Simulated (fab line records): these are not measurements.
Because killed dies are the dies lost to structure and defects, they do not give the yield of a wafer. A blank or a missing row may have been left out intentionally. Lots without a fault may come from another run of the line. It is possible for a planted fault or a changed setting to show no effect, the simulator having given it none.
Chamber matching	flow n5-finfet	3 sister chambers for N5_BEOL_M11_CURE_72 on uv-cure-02
The step cures SiCOH lowk, time 120 s. 27 wafers are shown with their chamber, then 12 later ones without.

WAFERS, EACH WITH ITS CHAMBER
wafer	chamber	wafer_temp_C_max	lamp-power-pct (%)
L077.1	0	372.8	52.23
L077.5	0	372.2	52.24
L077.6	0	372.8	52.28
L077.2	0	372.7	52.26
L077.3	0	372.1	52.31
L077.4	0	372.4	52.35
L076.1	0	372.0	52.38
L076.3	0	371.7	52.34
L076.4	0	372.4	52.19
L078.1	0	372.2	52.34
L078.2	0	372.2	52.32
L078.5	0	371.9	52.34
L079.2	1	372.3	52.33
L079.4	1	372.9	52.20
L079.5	1	372.8	52.40
L081.2	1	372.3	52.30
L081.3	1	372.8	52.38
L081.6	1	373.1	52.24
L082.3	1	372.5	52.35
L082.4	1	372.2	52.34
L082.5	1	371.7	52.31
L084.2	1	373.0	52.23
L084.5	1	372.8	52.32
L084.6	1	372.3	52.35
L087.2	2	370.9	52.29
L087.4	2	371.2	52.22
L087.5	2	371.8	52.33

SIGNATURES (means of the wafers above)
reading	chamber 0	chamber 1	chamber 2	scatter within a chamber
wafer_temp_C_max	372.283	372.558	371.300	0.389
lamp-power-pct	52.2983	52.3125	52.2800	0.0592
Rule: for each reading, subtract the chamber's mean from the wafer's reading, divide by that reading's scatter and square the result; add these up over the readings and take the root, which gives the wafer's distance from the chamber. If the next closest chamber is less than 2 further off than the closest, the wafer can't be placed; otherwise it belongs to the closest. The scatter: the root of (the sum of the squares of (reading less its chamber's mean) over the shown wafers, divided by (wafers less chambers)).

WAFERS WITHOUT THEIR CHAMBER
wafer	wafer_temp_C_max	lamp-power-pct (%)
L091.1	372.1	52.28
L091.4	372.9	52.39
L091.5	372.7	52.33
L092.4	372.1	52.32
L092.5	371.4	52.34
L092.6	371.4	52.35
L094.1	371.7	52.28
L094.4	372.3	52.30
L094.5	371.6	52.29
L095.2	372.2	52.28
L095.4	371.6	52.25
L095.6	371.5	52.34

WHICH CHAMBER EACH WENT THROUGH
wafer	from the rows above	in truth
L091.1	can't be placed: 0 or 1 or 2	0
L091.4	can't be placed: 1 or 0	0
L091.5	can't be placed: 1 or 0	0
L092.4	can't be placed: 0 or 1 or 2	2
L092.5	can't be placed: 2 or 0 or 1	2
L092.6	can't be placed: 2 or 0 or 1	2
L094.1	can't be placed: 2 or 0 or 1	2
L094.4	can't be placed: 0 or 1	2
L094.5	can't be placed: 2 or 0 or 1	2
L095.2	can't be placed: 0 or 1 or 2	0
L095.4	can't be placed: 2 or 0 or 1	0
L095.6	can't be placed: 2 or 0 or 1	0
Placed correctly: 0 of 12. Unplaceable from these rows: 12, with the true chamber sitting among the candidates in 11. 0 placed wrongly.
